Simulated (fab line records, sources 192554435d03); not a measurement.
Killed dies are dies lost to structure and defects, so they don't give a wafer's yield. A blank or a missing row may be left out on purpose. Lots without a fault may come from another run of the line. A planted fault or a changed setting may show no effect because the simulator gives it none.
Which tool did it? | flow n5_finfet | 12 lots, 36 wafers sampled, at 2 steps of a route of 1938

WHAT THE GAUGES READ, wafer by wafer
N5_BEOL_M5_OCD_MEAS_38.
lot  | measured     | on     | trench_depth_nm (nm)
L075 | day 8 15:23  | ocd-02 | 71.5 71.8 71.4
L077 | day 9 06:37  | ocd-01 | 73.4 72.7 73.0
L079 | day 9 22:57  | ocd-01 | 70.4 70.9 69.7
L081 | day 10 06:36 | ocd-02 | 72.1 70.9 72.0
L082 | day 10 15:28 | ocd-02 | 72.2 71.2 71.0
L085 | day 11 07:22 | ocd-01 | 73.6 72.5 71.8
L087 | day 11 22:16 | ocd-02 | 72.4 70.0 71.4
L090 | day 12 03:50 | ocd-01 | 73.4 71.2 72.0
L091 | day 12 11:32 | ocd-02 | 70.9 70.9 70.9
L095 | day 13 02:55 | ocd-02 | 70.5 72.5 71.0
L094 | day 13 13:15 | ocd-01 | 71.8 71.3 71.8
L097 | day 13 23:47 | ocd-01 | 71.5 73.1 72.8

WHICH TOOL RAN EACH LOT (tool, then ch and the chambers of the sampled wafers, then the start)
lot  | N5_BEOL_M5_ETCH_41
L075 | rie_diel-04 ch 0,2,3, day 8 15:23 or earlier
L077 | rie_diel-05 ch 0,1, day 9 06:37 or earlier
L079 | rie_diel-05 ch 2,3, day 9 22:57 or earlier
L081 | rie_diel-04 ch 0,1,3, day 10 06:36 or earlier
L082 | rie_diel-04 ch 0,2,3, day 10 15:28 or earlier
L085 | rie_diel-05 ch 0,2, day 11 07:22 or earlier
L087 | rie_diel-04 ch 2,3, day 11 22:16 or earlier
L090 | rie_diel-04 ch 1,2,3, day 12 03:50 or earlier
L091 | rie_diel-03 ch 1,2, day 12 11:32 or earlier
L095 | rie_diel-04 ch 0,2,3, day 13 02:55 or earlier
L094 | rie_diel-03 ch 0,1,2, day 13 13:15 or earlier
L097 | rie_diel-05 ch 0,1,2, day 13 23:47 or earlier
- N5_BEOL_M5_ETCH_41: etches SiCN in CH3F/O2, target depth 31.5 nm, time 56.7 s.

THE ANSWER, worked out from the rows above alone
Rule: what is usual is taken from the lots themselves. Put in order of their means at a reading, lots are off if they are a third of the lots or fewer, leave a main group of 4 or more, and stand apart from it by a gap of 3 or more times the standard deviation of the main group's means; of several such gaps the widest counts. A main group whose means are all the same, to the digits that the tables above print for the reading, isn't used. A lot without any number at a reading at which 4 lots or more have one is off too. The other lots that the step has rows for count as sound.
No lot is off at any reading shown: from this, nothing can be told.

WHAT THE SIMULATOR HAD PUT IN
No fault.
